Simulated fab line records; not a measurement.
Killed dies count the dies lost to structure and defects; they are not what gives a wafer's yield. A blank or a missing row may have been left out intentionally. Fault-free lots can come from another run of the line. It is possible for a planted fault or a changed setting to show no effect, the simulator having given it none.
fab line records    flow n5-finfet
record: lots: 8  wafers: 24  last-day: 18
route steps=1938 shown GATE_CUT@470 BEOL_M4@1111
lots that met no fault: from a run of the same line without faults
start-h: the number of hours between the record's first day and the start of the first shown wafer of the lot    wait-h: time in hours since the lot's previous step    " as in the row above    L1.1+2: several wafers, shown together as one row    - no value, or no start was given    * or withheld: withheld    < > ~ a bound
route shown NAME@n: a module of which the file shows steps, and the number in the route of the first    usual: mean/standard deviation taken from wafers without a fault    same: alike in all rows    chamber/n: place in a boat    sites: readings site by site    _std_site: standard deviation across them    _edge_site: inner sites' mean taken away from outer sites' mean    radius-mm: how far each site lies from the wafer's centre    mask NAME#n: copy n    behind: the last tool/chamber to shape the wafer    hold: what put the lot on hold/how long, in hours/how the hold closed    device: the transistor (n, p or np) that didn't switch    end of line: tests of these same wafers at the route's end    a step given without rows: its recipe and nothing more    killed: dies lost to structure and defects at the first sort, not the wafer's yield    map: shows each die of a wafer: x if killed, . if not, _ if none is there
set.NAME: the run value of the setting; set.NAME@STEP: its run value at that earlier step    model.NAME: the simulator's own value behind a step, which no gauge read
a sample of lots followed through the steps of the route, with each step as a table and each wafer as a row
services: when a tool's chamber went out of use (start-h, in hours from the record's first day, below 0 if earlier), for how many hours, and the reason
== steps ==
step: N5_GATE_CUT_STRIP_59
recipe: chemistry: N2/H2  time-s: 20  power-w: 100  temp-c: 40  pressure-mtorr: 100  rf-frequency-hz: 6e+07  bias-power-w: 3  n2-flow-sccm: 300  h2-flow-sccm: 300
usual: drypump-motor-current-A: 5.6/0.44  oes-product-au: 0.74/0.042  rf-vpp-V: 45.2/0.89  showerhead-plenum-p-Torr: 3.37/0.074  throttle-valve-pct: 12.33/0.12
lot.wafer  tool         chamber  start-h  wait-h  drypump-motor-current-A  oes-product-au  rf-hours-counter-h  rf-vpp-V  showerhead-plenum-p-Torr  throttle-valve-pct
L810.1     rie-diel-05  2        93.44    0.1     5.3                      0.75            149                 47.2      3.37                      12.09
L810.3     "            3        "        "       5.9                      0.78            135                 46.5      3.39                      12.44
L810.5     "            0        "        "       5.8                      0.75            -                   46.0      3.49                      12.27
L811.2     rie-diel-04  1        98.24    0.1     5.5                      0.81            94                  43.6      3.39                      12.38
L811.5     "            2        "        "       6.6                      0.69            -                   45.3      3.22                      12.37
L811.6     "            3        "        "       5.0                      0.70            -                   45.1      3.31                      12.32
L813.2     rie-diel-04  1        110.16   0.1     5.5                      0.81            98                  44.4      3.39                      12.39
L813.5     "            3        "        "       5.0                      0.70            -                   45.2      3.31                      12.31
L813.6     "            2        "        "       6.6                      0.70            -                   45.5      3.21                      12.39
L815.1     rie-diel-05  0        125.30   0.1     5.8                      0.73            173                 46.4      3.49                      12.30
L815.4     "            1        "        "       5.6                      0.71            173                 46.4      3.38                      12.37
L815.6     "            3        "        "       5.9                      0.76            -                   45.4      3.39                      12.45
L816.1     rie-diel-05  0        130.28   0.1     5.8                      0.74            175                 45.5      3.49                      12.31
L816.2     "            2        "        "       5.3                      0.75            162                 44.6      3.36                      12.12
L816.5     "            3        "        "       5.8                      0.76            -                   46.3      3.39                      12.44
L827.1     rie-diel-03  3        198.85   0.1     5.6                      0.75            164                 44.8      3.50                      12.46
L827.4     "            0        "        "       5.5                      0.86            -                   45.1      3.29                      12.10
L827.5     "            1        "        "       5.1                      0.76            -                   44.9      3.35                      12.19
L829.2     rie-diel-04  1        209.33   0.1     5.5                      0.79            119                 44.5      3.38                      12.43
L829.3     "            3        "        "       5.0                      0.68            244                 46.6      3.30                      12.37
L829.4     "            2        "        "       6.5                      0.69            241                 44.6      3.20                      12.42
L830.2     rie-diel-04  1        216.01   0.1     5.6                      0.78            121                 45.9      3.38                      12.44
L830.3     "            3        "        "       5.0                      0.68            246                 43.9      3.30                      12.38
L830.6     "            0        "        "       6.2                      0.72            -                   45.6      3.36                      12.43
step: N5_GATE_CUT_PECVD_57
recipe: material: SiNx  target-thk-a: 210  temp-c: 400  precursor: SiH4/NH3/N2  pressure-torr: 1.5  rf-w: 300
usual: chamber-pressure-Torr: 1.500/0.0034  heater-power-outer-w: 455/51  heater-power-w: 781/60  showerhead-plenum-p-Torr: 5.18/0.064  throttle-valve-pct: 40.6/2
lot.wafer  tool      chamber  start-h  wait-h  chamber-pressure-Torr  heater-power-outer-w  heater-power-w  showerhead-plenum-p-Torr  throttle-valve-pct
L810.1     pecvd-02  1        96.09    1.1     1.504                  518                   817             5.21                      40.1
L810.3     "         2        "        "       1.495                  474                   777             5.22                      40.2
L810.5     "         2        "        "       1.507                  479                   787             5.20                      40.2
L811.2     pecvd-02  2        100.85   1.1     1.503                  473                   811             5.19                      40.1
L811.5     "         2        "        "       1.505                  468                   795             5.19                      40.3
L811.6     "         1        "        "       1.502                  579                   885             5.24                      40.4
L813.2     pecvd-01  2        112.57   1.1     1.501                  365                   708             5.19                      39.3
L813.5     "         0        "        "       1.500                  543                   877             5.25                      41.3
L813.6     "         1        "        "       1.499                  492                   853             5.10                      37.7
L815.1     pecvd-03  0        127.71   1.1     1.495                  454                   793             5.19                      38.7
L815.4     "         1        "        "       1.500                  420                   746             5.25                      42.8
L815.6     "         0        "        "       1.498                  443                   796             5.19                      38.7
L816.1     pecvd-02  0        132.69   1.1     1.502                  418                   770             5.06                      43.7
L816.2     "         2        "        "       1.500                  465                   791             5.22                      40.3
L816.5     "         2        "        "       1.499                  456                   790             5.22                      40.5
L827.1     pecvd-03  0        201.26   1.1     1.503                  459                   807             5.20                      38.8
L827.4     "         1        "        "       1.499                  427                   738             5.27                      42.5
L827.5     "         2        "        "       1.501                  454                   793             5.13                      38.2
L829.2     pecvd-03  1        212.29   1.1     1.496                  369                   671             5.27                      42.7
L829.3     "         2        "        "       1.496                  505                   847             5.12                      38.3
L829.4     "         1        "        "       1.501                  362                   654             5.26                      42.7
L830.2     pecvd-02  2        218.56   1.1     1.499                  478                   816             5.21                      40.8
L830.3     "         0        "        "       1.493                  451                   775             5.08                      43.8
L830.6     "         1        "        "       1.499                  549                   859             5.22                      40.3
step: N5_GATE_CUT_ETCH_36
recipe: chemistry: CF4  target: SiARC  target-depth-a: 130  mask-material: CAR-EUV  time-s: 21.7  ion-energy-ev: 80  pressure-mtorr: 40  source-w: 545  bias-w: 36  Ar_flow_sccm: 100  cf4-flow-sccm: 100  ends: cleared
usual: bias-w: 36.00/0.12  cf4-flow-sccm: 99.97/0.28  drypump-motor-current-A: 5.6/0.43  etch-rf-on-time-s: 21.9/0.59  oes-product-au: 0.63/0.049  rf-vpp-V: 184.1/1  showerhead-plenum-p-Torr: 2.14/0.048  throttle-valve-pct: 15.69/0.14
lot.wafer  tool         chamber  start-h  wait-h  bias-w  cf4-flow-sccm  drypump-motor-current-A  etch-rf-on-time-s  oes-product-au  rf-hours-counter-h  rf-vpp-V  showerhead-plenum-p-Torr  throttle-valve-pct
L810.1     rie-diel-05  3        97.14    0.0     36.08   99.78          5.8                      21.7               0.66            136                 184.7     2.14                      15.64
L810.3     "            2        "        "       35.93   99.42          5.2                      21.8               0.64            150                 185.2     2.14                      15.47
L810.5     "            1        "        "       36.11   99.96          5.6                      23.0               0.61            -                   184.7     2.13                      15.66
L811.2     rie-diel-03  1        101.77   0.0     35.86   99.80          5.1                      21.6               0.67            127                 183.0     2.16                      15.61
L811.5     "            3        "        "       36.11   100.10         5.6                      20.8               0.68            -                   184.7     2.23                      15.91
L811.6     "            0        "        "       35.91   99.67          5.5                      21.8               0.77            -                   183.6     2.10                      15.47
L813.2     rie-diel-05  3        113.49   0.0     36.12   99.68          5.8                      21.9               0.66            141                 183.3     2.13                      15.64
L813.5     "            2        "        "       35.93   99.86          5.3                      22.1               0.64            -                   184.2     2.14                      15.47
L813.6     "            1        "        "       35.94   99.88          5.6                      23.0               0.61            -                   184.6     2.13                      15.69
L815.1     rie-diel-05  3        128.75   0.0     36.04   100.09         5.9                      21.8               0.66            148                 184.7     2.13                      15.65
L815.4     "            0        "        "       36.01   100.00         5.8                      21.7               0.64            175                 184.6     2.22                      15.75
L815.6     "            0        "        "       35.90   100.00         5.8                      26.0               0.58            -                   182.9     2.22                      15.75
L816.1     rie-diel-05  3        134.23   0.0     35.98   99.80          5.8                      21.8               0.65            151                 184.1     2.13                      15.68
L816.2     "            2        "        "       35.68   100.17         5.2                      22.2               0.63            164                 184.5     2.13                      15.49
L816.5     "            2        "        "       36.01   100.16         5.2                      26.9               0.57            -                   182.9     2.13                      15.47
L827.1     rie-diel-05  3        202.24   0.0     35.91   99.74          5.8                      22.0               0.64            169                 182.8     2.13                      15.72
L827.4     "            2        "        "       35.85   99.96          5.3                      22.3               0.61            183                 183.9     2.13                      15.53
L827.5     "            0        "        "       36.19   100.44         5.8                      21.9               0.61            -                   186.0     2.21                      15.80
L829.2     rie-diel-05  2        213.52   0.0     36.05   99.91          5.3                      22.1               0.61            185                 185.3     2.13                      15.52
L829.3     "            0        "        "       36.15   99.58          5.8                      21.7               0.61            199                 185.3     2.21                      15.80
L829.4     "            1        "        "       36.02   100.62         5.5                      22.9               0.59            199                 186.1     2.12                      15.72
L830.2     rie-diel-05  3        220.12   0.0     36.20   99.65          5.8                      22.0               0.63            174                 183.0     2.12                      15.71
L830.3     "            0        "        "       36.17   99.64          5.8                      21.8               0.61            200                 184.7     2.21                      15.79
L830.6     "            2        "        "       36.02   100.24         5.2                      22.0               0.62            -                   185.0     2.12                      15.54
step: N5_GATE_CUT_ETCH_19
recipe: chemistry: CH3F/O2  target: SiNx  mask-material: SiO2  target-depth-a: 537  time-s: 76.7  pressure-mtorr: 30  source-w: 395  bias-w: 73  Ar_flow_sccm: 150  CH3F_flow_sccm: 30  O2_flow_sccm: 20  ion-energy-ev: 120  ends: cleared
usual: CH3F_flow_sccm: 30.00/0.091  O2_flow_sccm: 20.00/0.065  bias-w: 73.02/0.24  drypump-motor-current-A: 5.6/0.42  etch-rf-on-time-s: 77.3/1.9  oes-product-au: 0.63/0.049  rf-vpp-V: 297/5.9  showerhead-plenum-p-Torr: 2.00/0.046  throttle-valve-pct: 16.42/0.13
lot.wafer  tool         chamber  start-h  wait-h  CH3F_flow_sccm  O2_flow_sccm  bias-w  drypump-motor-current-A  etch-rf-on-time-s  oes-product-au  rf-hours-counter-h  rf-vpp-V  showerhead-plenum-p-Torr  throttle-valve-pct
L810.1     rie-diel-05  3        97.37    0.0     29.96           19.98         73.44   5.8                      77.8               0.66            137                 302       1.99                      16.35
L810.3     "            2        "        "       29.85           20.07         73.54   5.3                      78.0               0.64            150                 290       2.01                      16.25
L810.5     "            1        "        "       29.93           20.03         72.79   5.6                      80.7               0.61            -                   294       1.99                      16.40
L811.2     rie-diel-03  1        102.00   0.0     30.06           20.04         73.20   5.1                      76.5               0.66            127                 302       2.01                      16.34
L811.5     "            3        "        "       29.98           19.95         73.25   5.6                      74.2               0.67            -                   308       2.09                      16.64
L811.6     "            0        "        "       29.76           20.01         72.64   5.4                      77.1               0.77            -                   295       1.96                      16.24
L813.2     rie-diel-05  3        113.72   0.0     30.20           19.93         72.92   5.8                      77.2               0.65            141                 304       1.99                      16.35
L813.5     "            2        "        "       30.04           20.05         72.85   5.3                      77.4               0.64            -                   289       2.00                      16.26
L813.6     "            1        "        "       30.07           19.98         73.01   5.5                      80.4               0.61            -                   292       1.98                      16.38
L815.1     rie-diel-05  3        128.98   0.0     30.09           19.96         73.28   5.8                      77.5               0.65            148                 302       1.99                      16.36
L815.4     "            0        "        "       30.11           19.96         73.45   5.8                      76.9               0.63            175                 301       2.07                      16.45
L815.6     "            0        "        "       30.18           20.06         73.29   5.8                      76.7               0.63            -                   302       2.07                      16.46
L816.1     rie-diel-05  3        134.46   0.0     30.06           19.96         73.12   5.8                      76.3               0.65            151                 302       1.99                      16.37
L816.2     "            2        "        "       30.00           20.08         72.78   5.2                      77.9               0.63            164                 289       2.00                      16.29
L816.5     "            2        "        "       30.01           19.97         73.01   5.3                      77.9               0.62            -                   291       2.00                      16.28
L827.1     rie-diel-05  3        202.47   0.0     29.90           20.00         72.63   5.8                      78.1               0.63            169                 302       1.98                      16.41
L827.4     "            2        "        "       29.98           20.08         73.13   5.2                      79.0               0.61            183                 289       2.00                      16.30
L827.5     "            0        "        "       29.94           20.06         73.48   5.8                      76.9               0.61            -                   300       2.06                      16.52
L829.2     rie-diel-05  2        213.75   0.0     30.11           20.02         73.42   5.3                      78.1               0.61            186                 289       1.99                      16.32
L829.3     "            0        "        "       30.00           19.92         73.04   5.8                      77.1               0.61            199                 302       2.06                      16.51
L829.4     "            1        "        "       30.07           19.98         72.99   5.6                      80.1               0.60            199                 295       1.98                      16.45
L830.2     rie-diel-05  3        220.36   0.0     29.76           20.07         73.14   5.8                      78.4               0.63            174                 303       1.98                      16.40
L830.3     "            0        "        "       29.95           20.02         73.25   5.8                      76.6               0.62            200                 301       2.06                      16.51
L830.6     "            2        "        "       30.08           19.90         73.03   5.3                      77.9               0.61            -                   290       1.99                      16.33
step: N5_BEOL_M4_RC_MEAS_101
usual: DIBL_N: 36.2/1.6  DIBL_P: 36.1/2  IOFF_N: 0.16/0.032  IOFF_P: 0.22/0.036  ION_N: 672/11  ION_P: 463/7.5  SS_N: 71.4/0.58  SS_P: 73.2/0.67  VT_N: 250/3.3  VT_P: -250/3.3
lot.wafer  tool       chamber  start-h  wait-h  DIBL_N[mV/V]  DIBL_P[mV/V]  IOFF_N[nA/um]  IOFF_P[nA/um]  ION_N[uA/um]  ION_P[uA/um]  SS_N[mV/dec]  SS_P[mV/dec]  VT_N[mV]  VT_P[mV]
L810.1     prober-02  0        179.65   0.0     35.8          36.9          0.15           0.22           678           470           71.6          73.6          248       -250
L810.3     "          0        "        "       35.9          35.7          0.15           0.19           664           457           71.4          72.8          249       -252
L810.5     "          0        "        "       38.0          39.7          0.19           0.27           675           469           72.2          74.3          249       -249
L811.2     prober-02  0        181.64   0.2     36.3          35.6          0.16           0.23           683           474           71.8          73.3          247       -250
L811.5     "          0        "        "       37.3          37.0          0.18           0.25           680           465           71.7          73.5          247       -246
L811.6     "          0        "        "       37.1          36.1          0.16           0.22           680           472           71.6          73.8          248       -250
L813.2     prober-01  0        200.53   0.2     37.3          36.4          0.17           0.23           673           467           71.5          73.2          250       -247
L813.5     "          0        "        "       36.5          34.5          0.17           0.20           678           459           71.8          72.7          247       -249
L813.6     "          0        "        "       34.3          33.2          0.13           0.18           668           457           70.1          72.1          249       -250
L815.1     prober-02  0        213.45   0.0     34.3          33.8          0.13           0.17           659           452           71.4          72.2          255       -256
L815.4     "          0        "        "       33.2          33.0          0.12           0.15           648           440           70.8          72.7          257       -258
L815.6     "          0        "        "       35.8          37.2          0.16           0.22           670           458           71.2          73.9          249       -252
L816.1     prober-01  0        220.24   0.0     37.7          38.2          0.22           0.30           675           464           71.6          74.1          245       -245
L816.2     "          0        "        "       35.6          36.0          0.17           0.24           685           471           71.0          73.0          245       -248
L816.5     "          0        "        "       35.2          35.4          0.16           0.24           667           466           70.4          73.9          250       -245
L829.2     prober-02  0        294.98   0.2     33.0          30.8          0.11           0.15           649           449           71.1          72.6          257       -254
L829.3     "          0        "        "       38.4          38.8          0.20           0.27           676           463           71.9          74.0          248       -244
L829.4     "          0        "        "       35.4          34.2          0.13           0.19           670           463           71.2          72.6          251       -249
L827.1     prober-02  0        317.33   0.0     35.7          34.4          0.15           0.18           675           458           71.3          73.4          250       -255
L827.4     "          0        "        "       35.1          34.1          0.15           0.17           665           449           71.9          73.3          252       -251
L827.5     "          0        "        "       36.1          35.5          0.16           0.19           679           455           71.9          73.0          249       -251
L830.2     prober-02  0        323.01   0.2     33.9          34.4          0.12           0.17           661           464           70.6          71.7          254       -253
L830.3     "          0        "        "       35.4          37.0          0.14           0.20           679           466           70.3          72.9          253       -249
L830.6     "          0        "        "       34.7          36.1          0.13           0.19           669           466           70.5          72.2          254       -252
== services ==
tool         chamber  start-h  hours  kind
rie-diel-03  -        78.65    2.5    repair
pecvd-03     -        99.55    2.8    pm
rie-diel-04  -        118.88   14.6   pm
pecvd-01     -        145.77   0.4    repair
rie-diel-04  3        164.80   1.4    repair
pecvd-01     0        165.47   5.0    scheduled-down
pecvd-01     -        167.41   28.1   pm
pecvd-02     1        176.31   5.5    scheduled-down
rie-diel-03  2        186.93   -      clean
rie-diel-03  2        186.93   -      consumable-replace:focus-ring
rie-diel-03  2        186.93   16.4   scheduled-down
rie-diel-03  2        186.93   16.4   vent-cycle
pecvd-02     -        193.63   1.1    repair
rie-diel-03  1        194.09   2.4    repair
pecvd-03     -        200.41   0.4    repair
pecvd-01     2        202.38   -      clean
pecvd-01     2        202.38   -      consumable-replace:showerhead
pecvd-01     2        202.38   29.0   scheduled-down
pecvd-01     2        202.38   29.0   vent-cycle
pecvd-03     0        214.70   6.0    repair
== key ==
first-sign: step: N5_GATE_CUT_ETCH_36  reading: etch-rf-on-time-s  direction: up  sigmas: 7.7  usual: *  struck: *
effect none on later readings
met-at N5_GATE_CUT_ETCH_36
struck-lots L815,L816
struck-wafers L815.6,L816.5
not-acting-at N5_GATE_CUT_STRIP_59,N5_GATE_CUT_PECVD_57,N5_GATE_CUT_ETCH_19
onset-between 113.49 128.75
fault: kind: process-parameter-drift  tool: rie-diel-05  chamber: -  onset-h: 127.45  steps: N5_GATE_CUT_ETCH_36  channel: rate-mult  offset: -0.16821  shape: step  end-h: 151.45  scope: struck-wafers-only
